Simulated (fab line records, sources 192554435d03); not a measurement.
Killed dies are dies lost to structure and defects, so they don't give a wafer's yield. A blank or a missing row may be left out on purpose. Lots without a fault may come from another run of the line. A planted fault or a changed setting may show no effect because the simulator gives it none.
Which tool did it? | flow n5_finfet | 9 lots, 27 wafers sampled, at 8 steps of a route of 1938

WHAT THE GAUGES READ, wafer by wafer
N5_FIN_SAQP_THK_MEAS_05.
lot  | measured    | on            | thk_nm (nm)
L741 | day 2 03:37 | film_metro-02 | 37.4 38.0 38.2
L742 | day 2 08:50 | film_metro-02 | 38.1 37.5 38.8
L743 | day 2 17:40 | film_metro-01 | 37.1 37.6 37.8
L746 | day 3 10:05 | film_metro-02 | 36.9 37.8 37.7
L751 | day 4 14:59 | film_metro-01 | 37.8 37.5 38.6
L755 | day 5 14:38 | film_metro-01 | 37.7 38.5 38.4
L756 | day 5 21:28 | film_metro-01 | 37.5 37.9 37.9
L761 | day 7 03:16 | film_metro-01 | 37.4 37.5 37.5
L763 | day 7 14:46 | film_metro-01 | 38.0 38.2 38.1

N5_FIN_SAQP_CD_MEAS_16: target cd 35.6 nm.
lot  | measured    | on        | cd_nm (nm)
L741 | day 2 04:18 | cd_sem-02 | 36.0 35.0 35.9
L742 | day 2 09:24 | cd_sem-02 | 35.6 36.0 35.2
L743 | day 2 18:14 | cd_sem-01 | 35.1 34.6 35.9
L746 | day 3 10:47 | cd_sem-01 | 35.3 35.5 34.8
L751 | day 4 15:39 | cd_sem-02 | 36.0 35.3 35.6
L755 | day 5 15:20 | cd_sem-01 | 35.8 35.3 35.2
L756 | day 5 22:10 | cd_sem-03 | 35.3 35.3 34.8
L761 | day 7 03:58 | cd_sem-03 | 35.5 35.0 34.8
L763 | day 7 15:28 | cd_sem-01 | 35.4 35.3 35.1

N5_FIN_SAQP_INSPECT_18: inspects for defects (brightfield).
lot  | measured    | on                | raw_defect_count
L741 | day 2 04:22 | defect_inspect-01 | 716 637 565
L742 | day 2 09:28 | defect_inspect-01 | 734 674 494
L743 | day 2 18:17 | defect_inspect-02 | 451 405 436
L746 | day 3 10:51 | defect_inspect-02 | 217 299 343
L751 | day 4 15:43 | defect_inspect-01 | 542 551 945
L755 | day 5 15:23 | defect_inspect-02 | 288 306 343
L756 | day 5 22:13 | defect_inspect-02 | 367 359 481
L761 | day 7 04:02 | defect_inspect-02 | 290 485 376
L763 | day 7 15:31 | defect_inspect-01 | 506 480 428

N5_FIN_SAQP_INSPECT_40: inspects for defects (brightfield).
lot  | measured    | on                | raw_defect_count
L741 | day 2 08:55 | defect_inspect-01 | 285 244 291
L742 | day 2 14:01 | defect_inspect-02 | 385 252 208
L743 | day 2 22:38 | defect_inspect-02 | 259 274 169
L746 | day 3 15:43 | defect_inspect-01 | 179 153 172
L751 | day 4 21:49 | defect_inspect-02 | 309 489 745
L755 | day 5 20:34 | defect_inspect-02 | 153 155 325
L756 | day 6 02:56 | defect_inspect-01 | 190 217 223
L761 | day 7 09:41 | defect_inspect-02 | 264 325 309
L763 | day 7 20:22 | defect_inspect-01 | 227 198 152

N5_FIN_CUT_INSPECT_10: inspects for defects (brightfield).
lot  | measured    | on                | raw_defect_count
L741 | day 2 09:19 | defect_inspect-01 | 46 44 46
L742 | day 2 14:25 | defect_inspect-02 | 53 45 41
L743 | day 2 23:10 | defect_inspect-02 | 43 56 27
L746 | day 3 16:07 | defect_inspect-02 | 35 29 38
L751 | day 4 22:20 | defect_inspect-01 | 53 69 415
L755 | day 5 20:58 | defect_inspect-02 | 31 28 60
L756 | day 6 03:27 | defect_inspect-02 | 32 36 56
L761 | day 7 10:04 | defect_inspect-01 | 42 66 61
L763 | day 7 20:46 | defect_inspect-02 | 49 45 25

N5_BEOL_M4_RC_MEAS_101.
lot  | measured     | on        | DIBL_N (mV/V)  | DIBL_P (mV/V)  | IOFF_N (nA/um) | IOFF_P (nA/um) | ION_N (uA/um) | ION_P (uA/um) | SS_N (mV/dec)  | SS_P (mV/dec)  | VT_N (mV)   | VT_P (mV)
L741 | day 8 11:19  | prober-02 | 35.0 38.2 34.7 | 34.6 37.9 35.4 | 0.13 0.20 0.14 | 0.15 0.20 0.17 | 660 669 677   | 449 449 458   | 71.1 71.7 71.3 | 72.9 72.7 73.3 | 250 247 250 | -255 -252 -252
L742 | day 8 20:13  | prober-02 | 39.3 40.1 41.2 | 37.7 37.9 40.2 | 0.19 0.23 0.24 | 0.21 0.22 0.25 | 668 678 681   | 450 459 461   | 71.0 72.0 72.1 | 73.9 74.3 74.2 | 248 244 244 | -252 -250 -254
L743 | day 9 01:17  | prober-02 | 37.6 39.2 36.5 | 37.9 37.8 35.9 | 0.18 0.22 0.16 | 0.26 0.26 0.22 | 673 693 664   | 465 466 460   | 71.8 72.8 72.1 | 73.4 73.0 73.3 | 248 245 251 | -248 -245 -249
L746 | day 9 20:22  | prober-01 | 35.6 35.2 36.8 | 35.4 34.8 37.2 | 0.15 0.15 0.17 | 0.22 0.21 0.24 | 672 685 679   | 471 475 474   | 70.9 71.3 70.8 | 73.2 72.8 73.7 | 252 249 248 | -246 -247 -247
L751 | day 11 06:01 | prober-01 | 38.0 33.4 35.4 | 38.1 33.2 34.7 | 0.18 0.11 0.14 | 0.26 0.19 0.20 | 671 660 677   | 472 463 464   | 71.6 70.6 70.8 | 73.5 72.5 72.5 | 247 254 252 | -246 -251 -247
L755 | day 11 19:28 | prober-01 | 36.9 38.3 36.3 | 35.2 38.0 35.0 | 0.15 0.19 0.15 | 0.19 0.24 0.20 | 676 684 675   | 461 464 460   | 71.7 71.8 71.7 | 72.9 74.0 73.7 | 250 248 251 | -250 -249 -251
L756 | day 12 03:13 | prober-01 | 34.7 35.3 36.2 | 36.6 37.4 38.1 | 0.16 0.17 0.19 | 0.18 0.19 0.21 | 681 684 682   | 459 458 458   | 71.6 71.5 71.5 | 73.3 73.4 73.8 | 251 246 251 | -253 -254 -250
L761 | day 13 12:39 | prober-02 | 36.7 37.6 36.4 | 38.0 39.6 37.7 | 0.19 0.22 0.18 | 0.22 0.26 0.22 | 684 690 685   | 462 462 462   | 71.4 72.2 72.3 | 73.8 73.6 73.1 | 247 247 248 | -250 -249 -250
L763 | day 13 22:26 | prober-02 | 35.6 33.3 37.0 | 36.9 32.9 37.7 | 0.16 0.11 0.18 | 0.19 0.15 0.22 | 669 655 678   | 460 453 459   | 71.8 71.8 72.6 | 73.2 73.2 73.6 | 251 257 248 | -253 -255 -250

WHICH TOOL RAN EACH LOT (tool, then ch and the chambers of the sampled wafers, then the start)
lot  | N5_FIN_SAQP_PRECLEAN_44            | N5_FIN_SAQP_SPACER1_ALD_24
L741 | wet_bench-05 ch 0,2,3, day 2 02:13 | ald_sin-04 ch 0,1,3, day 2 05:32
L742 | wet_bench-05 ch 0,6,7, day 2 08:06 | ald_sin-04 ch 2,3, day 2 10:40
L743 | wet_bench-02 ch 1,4,5, day 2 17:06 | ald_sin-04 ch 0,3, day 2 19:27
L746 | wet_bench-01 ch 2,5,6, day 3 09:30 | ald_sin-01 ch 0,2, day 3 11:59
L751 | wet_bench-05 ch 2,3,4, day 4 14:09 | ald_sin-04 ch 1,2, day 4 16:57
L755 | wet_bench-02 ch 0,4,5, day 5 13:56 | ald_sin-01 ch 0,1,3, day 5 17:05
L756 | wet_bench-02 ch 1,6,7, day 5 20:47 | ald_sin-03 ch 0,1,2, day 5 23:35
L761 | wet_bench-01 ch 2,6,7, day 7 02:35 | ald_sin-01 ch 2,3, day 7 06:17
L763 | wet_bench-02 ch 1,5,7, day 7 14:12 | ald_sin-03 ch 1,2,3, day 7 16:43
- N5_FIN_SAQP_PRECLEAN_44: cleans in SC2, time 45 s.
- N5_FIN_SAQP_SPACER1_ALD_24: deposits SiO2, target thk 20.3 nm, pulse time 1 s, purge time 2 s.

WHAT THE TOOLS THEMSELVES READ (means of the sampled wafers that have a number; where no wafer has one, the mark that the record gives instead)
N5_FIN_SAQP_PRECLEAN_44.
lot  | tool         | temp_c (C)
L741 | wet_bench-05 | 35.00
L742 | wet_bench-05 | 34.99
L743 | wet_bench-02 | 34.96
L746 | wet_bench-01 | 35.07
L751 | wet_bench-05 | 35.08
L755 | wet_bench-02 | 35.13
L756 | wet_bench-02 | 34.99
L761 | wet_bench-01 | 35.00
L763 | wet_bench-02 | 35.00

N5_FIN_SAQP_SPACER1_ALD_24.
lot  | tool       | heater_power_w (W) | precursor_pulse_height_rel
L741 | ald_sin-04 | 492                | 0.984
L742 | ald_sin-04 | 432                | 0.994
L743 | ald_sin-04 | 489                | 1.003
L746 | ald_sin-01 | 525                | 1.003
L751 | ald_sin-04 | 449                | 0.999
L755 | ald_sin-01 | 489                | 0.998
L756 | ald_sin-03 | 487                | 0.978
L761 | ald_sin-01 | 466                | 1.008
L763 | ald_sin-03 | 476                | 1.023

THE ANSWER, worked out from the rows above alone
Rule: what is usual is taken from the lots themselves. Put in order of their means at a reading, lots are off if they are a third of the lots or fewer, leave a main group of 4 or more, and stand apart from it by a gap of 3 or more times the standard deviation of the main group's means; of several such gaps the widest counts. A main group whose means are all the same, to the digits that the tables above print for the reading, isn't used. A lot without any number at a reading at which 4 lots or more have one is off too. The other lots that the step has rows for count as sound. The gauges are gone through in route order, then the tools' own readings, and for those a lot's mean is taken as printed above. The first step at which some lot is off is used, and at that step the reading that is off furthest; a lot without a number counts as furthest.
Off: L751, at N5_FIN_SAQP_INSPECT_40 (raw_defect_count). The main group: mean 234, standard deviation 44.
A tool fits if, at a process step before that reading, it ran every lot that is off, and no sound lot after the first of them. The gauges at N5_FIN_SAQP_INSPECT_40 aren't tried: what is off there is off at N5_FIN_CUT_INSPECT_10 too, on other tools, and a gauge's error can't cause that. Can't be told from this: 2 tools fit, wet_bench-05 at N5_FIN_SAQP_PRECLEAN_44, ald_sin-04 at N5_FIN_SAQP_SPACER1_ALD_24.

WHAT THE SIMULATOR HAD PUT IN
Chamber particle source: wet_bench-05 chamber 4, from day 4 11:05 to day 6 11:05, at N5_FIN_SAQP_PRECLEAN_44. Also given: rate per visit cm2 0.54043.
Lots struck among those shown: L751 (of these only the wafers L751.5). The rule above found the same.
